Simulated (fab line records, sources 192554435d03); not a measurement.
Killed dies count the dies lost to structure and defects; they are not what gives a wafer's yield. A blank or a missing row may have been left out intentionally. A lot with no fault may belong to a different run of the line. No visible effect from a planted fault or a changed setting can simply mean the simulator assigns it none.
Split-lot study || flow n5Finfet || route with 1938 steps; 7 lots, 21 wafers read

== SPLIT DETAILS ==
At N5_SDB_HM_DEP_00 (deposits SiNx from SiH4/NH3/N2, target thk 40 nm, time 35.3 s), the setting timeS was moved away from the recipe's 35.3 s on 6 of the 21 wafers read, by -12.4% to +11.7%. This setting was run at the recipe's value on the other wafers.

== FROM THE SPLIT TO THE READING: what the file shows between them, 13 steps ==
- N5_SDB_COAT_05: resist thk 90 nm (also split here: spinRpm)
- N5_SDB_EBR_07
- N5_SDB_SOFTBAKE_06: time 60 s
- N5_SDB_EXPOSE_08: exposes mask SDB
- N5_SDB_PEB_09: peb time 60 s
- N5_SDB_DEVELOP_10: develop time 30 s
- N5_SDB_DESCUM_16: chemistry O2, time 7.9 s
- N5_SDB_ETCH_17: etches SiARC in CF4, target depth 23.4 nm, time 39 s
- N5_SDB_ETCH_18: etches SOC in N2/H2, target depth 100 nm, overetch 20 nm, time 150 s
- N5_SDB_STRIP_19: strips in N2/H2
- N5_SDB_STRIP_21: strips in CF4
- N5_SDB_HM_OPEN_20: chemistry CH3F/O2, target SiNx, stops on poly-Si, target depth 24 nm
- N5_SDB_STRIP_22: strips in N2/H2

== THE READING ==
SiNx_of_SDB_HM_DEP_00.thkNm (the simulator's own value, which no gauge read), in nm, at N5_SDB_PRECLEAN_23 (cleans in dHF, time 30 s). There is no usual value for it anywhere in the file. The 15 wafers here that ran the recipe average 38.8 nm, standard deviation 0.34 nm.

{"wafer": "L079.1", "tool, chamber at the split": "pecvd-01, 1", "timeS as run, s": 35.3, "against the recipe": "recipe", "SiNx_of_SDB_HM_DEP_00.thkNm, nm": 38.6, "against lot-mates on the recipe": "-"}
{"wafer": "L079.2", "tool, chamber at the split": "pecvd-01, 2,0", "timeS as run, s": 35.3, "against the recipe": "recipe", "SiNx_of_SDB_HM_DEP_00.thkNm, nm": 38.8, "against lot-mates on the recipe": "-"}
{"wafer": "L079.6", "tool, chamber at the split": "pecvd-01, 2,0", "timeS as run, s": 35.3, "against the recipe": "recipe", "SiNx_of_SDB_HM_DEP_00.thkNm, nm": 39, "against lot-mates on the recipe": "-"}
{"wafer": "L080.2", "tool, chamber at the split": "pecvd-04, 1", "timeS as run, s": 35.3, "against the recipe": "recipe", "SiNx_of_SDB_HM_DEP_00.thkNm, nm": 38.4, "against lot-mates on the recipe": "-"}
{"wafer": "L080.3", "tool, chamber at the split": "pecvd-04, 0", "timeS as run, s": 35.3, "against the recipe": "recipe", "SiNx_of_SDB_HM_DEP_00.thkNm, nm": 38.8, "against lot-mates on the recipe": "-"}
{"wafer": "L080.5", "tool, chamber at the split": "pecvd-04, 2", "timeS as run, s": 35.3, "against the recipe": "recipe", "SiNx_of_SDB_HM_DEP_00.thkNm, nm": 39.4, "against lot-mates on the recipe": "-"}
{"wafer": "L082.2", "tool, chamber at the split": "pecvd-01, 0", "timeS as run, s": 30.92, "against the recipe": "-12.4%", "SiNx_of_SDB_HM_DEP_00.thkNm, nm": 33.6, "against lot-mates on the recipe": -5.0}
{"wafer": "L082.3", "tool, chamber at the split": "pecvd-01, 2", "timeS as run, s": 35.3, "against the recipe": "recipe", "SiNx_of_SDB_HM_DEP_00.thkNm, nm": 38.6, "against lot-mates on the recipe": "-"}
{"wafer": "L082.5", "tool, chamber at the split": "pecvd-01, 1", "timeS as run, s": 30.92, "against the recipe": "-12.4%", "SiNx_of_SDB_HM_DEP_00.thkNm, nm": 34.4, "against lot-mates on the recipe": -4.2}
{"wafer": "L085.1", "tool, chamber at the split": "pecvd-01, 0", "timeS as run, s": 35.3, "against the recipe": "recipe", "SiNx_of_SDB_HM_DEP_00.thkNm, nm": 38, "against lot-mates on the recipe": "-"}
{"wafer": "L085.2", "tool, chamber at the split": "pecvd-01, 1", "timeS as run, s": 35.3, "against the recipe": "recipe", "SiNx_of_SDB_HM_DEP_00.thkNm, nm": 38.6, "against lot-mates on the recipe": "-"}
{"wafer": "L085.5", "tool, chamber at the split": "pecvd-01, 0", "timeS as run, s": 35.3, "against the recipe": "recipe", "SiNx_of_SDB_HM_DEP_00.thkNm, nm": 38.8, "against lot-mates on the recipe": "-"}
{"wafer": "L093.2", "tool, chamber at the split": "pecvd-02, 0", "timeS as run, s": 39.44, "against the recipe": "+11.7%", "SiNx_of_SDB_HM_DEP_00.thkNm, nm": 43.2, "against lot-mates on the recipe": "+4.0"}
{"wafer": "L093.4", "tool, chamber at the split": "pecvd-02, 1", "timeS as run, s": 35.3, "against the recipe": "recipe", "SiNx_of_SDB_HM_DEP_00.thkNm, nm": 39.2, "against lot-mates on the recipe": "-"}
{"wafer": "L093.5", "tool, chamber at the split": "pecvd-02, 2", "timeS as run, s": 39.44, "against the recipe": "+11.7%", "SiNx_of_SDB_HM_DEP_00.thkNm, nm": 43.6, "against lot-mates on the recipe": "+4.4"}
{"wafer": "L094.1", "tool, chamber at the split": "pecvd-01, 0", "timeS as run, s": 35.3, "against the recipe": "recipe", "SiNx_of_SDB_HM_DEP_00.thkNm, nm": 38.8, "against lot-mates on the recipe": "-"}
{"wafer": "L094.3", "tool, chamber at the split": "pecvd-01, 2", "timeS as run, s": 35.3, "against the recipe": "recipe", "SiNx_of_SDB_HM_DEP_00.thkNm, nm": 38.4, "against lot-mates on the recipe": "-"}
{"wafer": "L094.5", "tool, chamber at the split": "pecvd-01, 2", "timeS as run, s": 35.3, "against the recipe": "recipe", "SiNx_of_SDB_HM_DEP_00.thkNm, nm": 39.2, "against lot-mates on the recipe": "-"}
{"wafer": "L097.2", "tool, chamber at the split": "pecvd-04, 0", "timeS as run, s": 39.2, "against the recipe": "+11.0%", "SiNx_of_SDB_HM_DEP_00.thkNm, nm": 43, "against lot-mates on the recipe": "+4.2"}
{"wafer": "L097.3", "tool, chamber at the split": "pecvd-04, 0", "timeS as run, s": 39.2, "against the recipe": "+11.0%", "SiNx_of_SDB_HM_DEP_00.thkNm, nm": 43.4, "against lot-mates on the recipe": "+4.6"}
{"wafer": "L097.6", "tool, chamber at the split": "pecvd-04, 0", "timeS as run, s": 35.3, "against the recipe": "recipe", "SiNx_of_SDB_HM_DEP_00.thkNm, nm": 38.8, "against lot-mates on the recipe": "-"}
The file does not say which wafer passed through which chamber wherever a row lists several chambers: such a row stands for several wafers.

FIT RESULTS
A straight line over all 21 wafers: SiNx_of_SDB_HM_DEP_00.thkNm changes by +0.392 nm for each +1% of timeS; r = +0.99; the points scatter about the line by 0.35 nm.
The same after taking each lot's own level away (the mean of its wafers on the recipe; 21 wafers): +0.374 nm for each +1%; r = +0.99; scatter 0.32 nm.
On that fit, the largest move of timeS shifts the reading by 4.6 nm.
The lots' own levels span 38.47 to 39.20 nm, that is 2.1 times the standard deviation above.
The two slopes agree, so the slope changes little with the lot-to-lot level.
Check: for one of the wafers moved furthest among these (-12.4%), held out of the fit, the line's prediction against its lot-mates is -4.5 nm. It came out at -5 nm against them.

== THE OTHER SPLITS THESE WAFERS WENT THROUGH ==
Other splits were also applied to these wafers ahead of the reading. Each is held against what the fit with the lots' levels taken away leaves over:
{"other split on the same wafers": "N5_DUMMY_GATE_EXPOSE_12 doseMj", "wafers away from the commonest value": 9, "r with SiNx_of_SDB_HM_DEP_00.thkNm (lot level and that fit taken away)": -0.16}
{"other split on the same wafers": "N5_SD_EPI_N_PEB_07 pebTempC", "wafers away from the commonest value": 6, "r with SiNx_of_SDB_HM_DEP_00.thkNm (lot level and that fit taken away)": -0.37}
{"other split on the same wafers": "N5_SD_EPI_N_DEVELOP_08 developTimeS", "wafers away from the commonest value": 10, "r with SiNx_of_SDB_HM_DEP_00.thkNm (lot level and that fit taken away)": -0.11}
{"other split on the same wafers": "N5_SDB_COAT_05 spinRpm", "wafers away from the commonest value": 5, "r with SiNx_of_SDB_HM_DEP_00.thkNm (lot level and that fit taken away)": -0.34}

== THE WHOLE CHAIN: every reading that the file lists as answering this split, in the file's order ==
{"step": "N5_SDB_HM_DEP_00", "what it does": "deposits SiNx from SiH4/NH3/N2, target thk 40 nm, time 35.3 s", "reading": "SiNx_of_SDB_HM_DEP_00.thkNm (the simulator's own value, which no gauge read)", "change (the file's fit)": "+0.372 nm for each +1% of the setting", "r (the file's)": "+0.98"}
{"step": "N5_SDB_HM_OPEN_20", "what it does": "chemistry CH3F/O2, target SiNx, stops on poly-Si, target depth 24 nm", "reading": "etch.depthNm (the simulator's own value, which no gauge read)", "change (the file's fit)": "+0.368 nm for each +1% of the setting", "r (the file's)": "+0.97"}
{"step": "N5_SDB_PRECLEAN_23", "what it does": "cleans in dHF, time 30 s", "reading": "SiNx_of_SDB_HM_DEP_00.thkNm (the simulator's own value, which no gauge read)", "change (the file's fit)": "+0.375 nm for each +1% of the setting", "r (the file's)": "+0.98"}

== FILE'S OWN FIT ==
SiNx_of_SDB_HM_DEP_00.thkNm changes by +0.375 nm for each +1% of timeS, r = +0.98.
